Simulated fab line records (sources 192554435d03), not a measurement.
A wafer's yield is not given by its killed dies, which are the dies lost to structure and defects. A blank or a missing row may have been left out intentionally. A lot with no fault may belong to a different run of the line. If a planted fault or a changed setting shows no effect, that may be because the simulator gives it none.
Split-lot trial || flow n5_finfet || 21 wafers read across 7 lots, on a route 1938 steps long

== THE SPLIT ITSELF ==
At N5_HKMG_FIN_ETCH_54 (etches SiARC in CF4, target depth 45.5 nm, time 75.8 s), the setting bias_w was moved away from the recipe's 36 W on 6 of the 21 wafers read, by -14.2% to +7.7%. For the rest of the wafers, this setting stayed at what the recipe calls for.

The split's own step is where the reading is taken.

== THE READING ==
rf_vpp_V, in V, at N5_HKMG_FIN_ETCH_54 (etches SiARC in CF4, target depth 45.5 nm, time 75.8 s). Typical for fault-free wafers on this fab line: 184.5 V, with standard deviation 1 V.

{"wafer": "L076.2", "tool, chamber at the split": "rie_diel-06, 2", "bias_w as run, W": 36, "against the recipe": "recipe", "rf_vpp_V, V": 186.7, "against lot-mates on the recipe": "-"}
{"wafer": "L076.4", "tool, chamber at the split": "rie_diel-06, 2", "bias_w as run, W": 36, "against the recipe": "recipe", "rf_vpp_V, V": 184.8, "against lot-mates on the recipe": "-"}
{"wafer": "L076.6", "tool, chamber at the split": "rie_diel-06, 1", "bias_w as run, W": 36, "against the recipe": "recipe", "rf_vpp_V, V": 184.9, "against lot-mates on the recipe": "-"}
{"wafer": "L077.1", "tool, chamber at the split": "rie_diel-06, 1", "bias_w as run, W": 37.65, "against the recipe": "+4.6%", "rf_vpp_V, V": 190.5, "against lot-mates on the recipe": "+6.8"}
{"wafer": "L077.2", "tool, chamber at the split": "rie_diel-06, 3", "bias_w as run, W": 36, "against the recipe": "recipe", "rf_vpp_V, V": 184.0, "against lot-mates on the recipe": "-"}
{"wafer": "L077.3", "tool, chamber at the split": "rie_diel-06, 2", "bias_w as run, W": 36, "against the recipe": "recipe", "rf_vpp_V, V": 183.3, "against lot-mates on the recipe": "-"}
{"wafer": "L080.2", "tool, chamber at the split": "rie_diel-05, 2", "bias_w as run, W": 38.78, "against the recipe": "+7.7%", "rf_vpp_V, V": 194.2, "against lot-mates on the recipe": "+9.5"}
{"wafer": "L080.4", "tool, chamber at the split": "rie_diel-05, 3", "bias_w as run, W": 36, "against the recipe": "recipe", "rf_vpp_V, V": 183.8, "against lot-mates on the recipe": "-"}
{"wafer": "L080.5", "tool, chamber at the split": "rie_diel-05, 3", "bias_w as run, W": 36, "against the recipe": "recipe", "rf_vpp_V, V": 185.6, "against lot-mates on the recipe": "-"}
{"wafer": "L090.3", "tool, chamber at the split": "rie_diel-04, 3", "bias_w as run, W": 36, "against the recipe": "recipe", "rf_vpp_V, V": 184.0, "against lot-mates on the recipe": "-"}
{"wafer": "L090.4", "tool, chamber at the split": "rie_diel-04, 1", "bias_w as run, W": 36, "against the recipe": "recipe", "rf_vpp_V, V": 182.4, "against lot-mates on the recipe": "-"}
{"wafer": "L090.6", "tool, chamber at the split": "rie_diel-04, 2", "bias_w as run, W": 36, "against the recipe": "recipe", "rf_vpp_V, V": 186.0, "against lot-mates on the recipe": "-"}
{"wafer": "L093.1", "tool, chamber at the split": "rie_diel-05, 3", "bias_w as run, W": 36, "against the recipe": "recipe", "rf_vpp_V, V": 181.7, "against lot-mates on the recipe": "-"}
{"wafer": "L093.4", "tool, chamber at the split": "rie_diel-05, 0", "bias_w as run, W": 36, "against the recipe": "recipe", "rf_vpp_V, V": 182.3, "against lot-mates on the recipe": "-"}
{"wafer": "L093.5", "tool, chamber at the split": "rie_diel-05, 2", "bias_w as run, W": 31.96, "against the recipe": "-11.2%", "rf_vpp_V, V": 169.8, "against lot-mates on the recipe": -12.2}
{"wafer": "L094.1", "tool, chamber at the split": "rie_diel-04, 1", "bias_w as run, W": 36, "against the recipe": "recipe", "rf_vpp_V, V": 185.6, "against lot-mates on the recipe": "-"}
{"wafer": "L094.3", "tool, chamber at the split": "rie_diel-04, 3", "bias_w as run, W": 34.17, "against the recipe": "-5.1%", "rf_vpp_V, V": 178.8, "against lot-mates on the recipe": -6.8}
{"wafer": "L094.5", "tool, chamber at the split": "rie_diel-04, 0", "bias_w as run, W": 36, "against the recipe": "recipe", "rf_vpp_V, V": 185.6, "against lot-mates on the recipe": "-"}
{"wafer": "L097.2", "tool, chamber at the split": "rie_diel-05, 3", "bias_w as run, W": 30.87, "against the recipe": "-14.2%", "rf_vpp_V, V": 165.2, "against lot-mates on the recipe": -20.4}
{"wafer": "L097.3", "tool, chamber at the split": "rie_diel-05, 1", "bias_w as run, W": 36, "against the recipe": "recipe", "rf_vpp_V, V": 185.6, "against lot-mates on the recipe": "-"}
{"wafer": "L097.4", "tool, chamber at the split": "rie_diel-05, 2", "bias_w as run, W": 30.87, "against the recipe": "-14.2%", "rf_vpp_V, V": 168.5, "against lot-mates on the recipe": -17.1}

THE FIT
A straight line over all 21 wafers: rf_vpp_V changes by +1.25 V for each +1% of bias_w; r = +0.98; the points scatter about the line by 1.4 V.
The same after taking each lot's own level away (the mean of its wafers on the recipe; 21 wafers): +1.27 V for each +1%; r = +0.99; scatter 1.1 V.
That fit puts the effect of the largest move of bias_w on the reading at 18 V.
The lots' own levels span 182.00 to 185.60 V, that is 3.6 times the standard deviation above.
So the lot-to-lot level changes the slope little: the two slopes agree.
Check: -17 V against its lot-mates is what the line predicts for one of the wafers moved furthest among these (-14.2%) when that wafer is left out of the fit. It came out at -20.4 V against them.
Tool readings at the split's step, against how far the setting was moved: rf_vpp_V r = +0.98.

== FURTHER SPLITS ON THESE WAFERS ==
These wafers also went through other splits before the reading. Each is held against what the fit with the lots' levels taken away leaves over:
{"other split on the same wafers": "N5_PMOS_HMC_CHANNEL_EPI_COAT_31 spin_rpm", "wafers away from the commonest value": 5, "r with rf_vpp_V (lot level and that fit taken away)": -0.17}
{"other split on the same wafers": "N5_PMOS_HMC_CHANNEL_EPI_COAT_03 spin_rpm", "wafers away from the commonest value": 8, "r with rf_vpp_V (lot level and that fit taken away)": "+0.02"}
{"other split on the same wafers": "N5_STI_FIN_REVEAL_ETCHBACK_08 time_s", "wafers away from the commonest value": 5, "r with rf_vpp_V (lot level and that fit taken away)": "+0.15"}
{"other split on the same wafers": "N5_DUMMY_GATE_HM_DEP_06 time_s", "wafers away from the commonest value": 18, "r with rf_vpp_V (lot level and that fit taken away)": -0.03}
{"other split on the same wafers": "N5_DUMMY_GATE_EXPOSE_12 dose_mj", "wafers away from the commonest value": 3, "r with rf_vpp_V (lot level and that fit taken away)": -0.18}
{"other split on the same wafers": "N5_SD_EPI_N_EPI_21 temp_c", "wafers away from the commonest value": 5, "r with rf_vpp_V (lot level and that fit taken away)": -0.17}
{"other split on the same wafers": "N5_HKMG_FIN_COAT_43 spin_rpm", "wafers away from the commonest value": 5, "r with rf_vpp_V (lot level and that fit taken away)": -0.02}

== FILE'S OWN FIT ==
rf_vpp_V changes by +1.25 V for each +1% of bias_w, r = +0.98.
